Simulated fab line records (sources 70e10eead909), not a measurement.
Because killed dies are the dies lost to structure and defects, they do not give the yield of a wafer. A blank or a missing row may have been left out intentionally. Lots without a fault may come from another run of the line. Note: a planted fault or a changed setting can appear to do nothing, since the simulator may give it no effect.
The tool behind it: which one? -- flow nandHarc -- 12 lots with 36 wafers sampled at 4 steps, on a route of 1159 steps

## WHAT THE GAUGES READ, wafer by wafer
NHARC_A_CONTACT_OVL_MEAS_70.
lot,measured,on,overlayXNm (nm)
L075,day 16 22:42,overlay-02,0.2 0.0 0.2
L078,day 17 07:47,overlay-02,-1.0 -0.6 -0.7
L079,day 18 06:26,overlay-02,-1.1 -1.5 -1.0
L080,day 18 18:49,overlay-01,1.0 0.9 1.3
L082,day 18 23:14,overlay-02,-1.0 -0.5 0.0
L086,day 19 13:23,overlay-02,-1.6 -1.7 -1.9
L087,day 19 16:29,overlay-02,0.3 -0.5 -0.6
L089,day 20 15:45,overlay-01,0.0 0.0 0.6
L092,day 20 23:16,overlay-02,0.3 0.7 0.3
L094,day 21 05:19,overlay-02,-0.6 -0.6 -0.6
L095,day 22 09:43,overlay-02,0.3 0.6 0.0
L096,day 22 14:53,overlay-02,0.2 0.7 0.6

## TOOL THAT RAN EACH LOT (tool first, then ch and the chambers of the sampled wafers, then the start)
lot,NHARC_A_WL_FILL_ALD_02,NHARC_A_WL_FILL_CMP_12,NHARC_A_CONTACT_ETCH_51
L075,"aldMetal-01 ch 2,3, day 15 06:10","cmp-04 ch 0,1,2, day 16 09:35","rieDiel-13 ch 0,2,3, day 16 22:42 or earlier"
L078,"aldMetal-01 ch 0,2, day 15 12:58","cmp-04 ch 0,1, day 16 20:10","rieDiel-13 ch 0,1, day 17 07:47 or earlier"
L079,"aldMetal-04 ch 2,3, day 16 10:10","cmp-01 ch 0,3, day 17 16:21","rieDiel-11 ch 1,2, day 18 06:26 or earlier"
L080,"aldMetal-02 ch 0,1, day 16 21:26","cmp-01 ch 1,2, day 18 01:08","rieDiel-11 ch 0,1,3, day 18 18:49 or earlier"
L082,"aldMetal-04 ch 1,2,3, day 16 21:41","cmp-01 ch 2,3, day 18 08:43","rieDiel-11 ch 1,2, day 18 23:14 or earlier"
L086,"aldMetal-04 ch 0,3, day 17 21:32","cmp-02 ch 0,1,3, day 18 22:40","rieDiel-13 ch 1,3, day 19 13:23 or earlier"
L087,"aldMetal-02 ch 0,1,2, day 17 21:45","cmp-04 ch 0,1,2, day 19 02:58","rieDiel-13 ch 0,3, day 19 16:29 or earlier"
L089,"aldMetal-01 ch 2,3, day 18 22:43","cmp-01 ch 0,1,3, day 20 00:22","rieDiel-11 ch 1,2,3, day 20 15:45 or earlier"
L092,"aldMetal-04 ch 1,3, day 19 05:37","cmp-04 ch 0,2,3, day 20 06:52","rieDiel-11 ch 1,2,3, day 20 23:16 or earlier"
L094,"aldMetal-02 ch 0,1,2, day 19 11:31","cmp-04 ch 2,3, day 20 16:33","rieDiel-12 ch 0,2,3, day 21 05:19 or earlier"
L095,"aldMetal-02 ch 0,1,3, day 20 04:58","cmp-01 ch 0,2,3, day 21 21:02","rieDiel-11 ch 0,2,3, day 22 09:43 or earlier"
L096,"aldMetal-01 ch 0,2,3, day 20 22:50","cmp-02 ch 0,1,2, day 22 03:22","rieDiel-11 ch 0,1,2, day 22 14:53 or earlier"
- NHARC_A_WL_FILL_ALD_02: deposits TiN, target thk 2 nm, pulse time 3 s, ald cycles 100.
- NHARC_A_WL_FILL_CMP_12: polishes, t overpolish 30 s, target thk 75 nm.
- NHARC_A_CONTACT_ETCH_51: etches the open film in O2/COS, target depth 3600 nm, time 936 s.

## THE ANSWER, worked out from the rows above alone
Rule: the lots themselves supply what counts as usual. The widest of any qualifying gaps counts: lots, ordered by their means at a reading, are off when they make up no more than a third of the lots, leave a main group of 4 or more, and stand apart from it by 3 or more times the standard deviation of that group's means. Not used: any main group whose means are identical at the precision the tables above print for the reading. A lot without any number at a reading at which 4 lots or more have one is off too. Where the step has rows for the other lots, those lots are counted as sound.
No lot is off on any of the readings shown, so nothing can be concluded from this.

## WHAT THE SIMULATOR PUT IN
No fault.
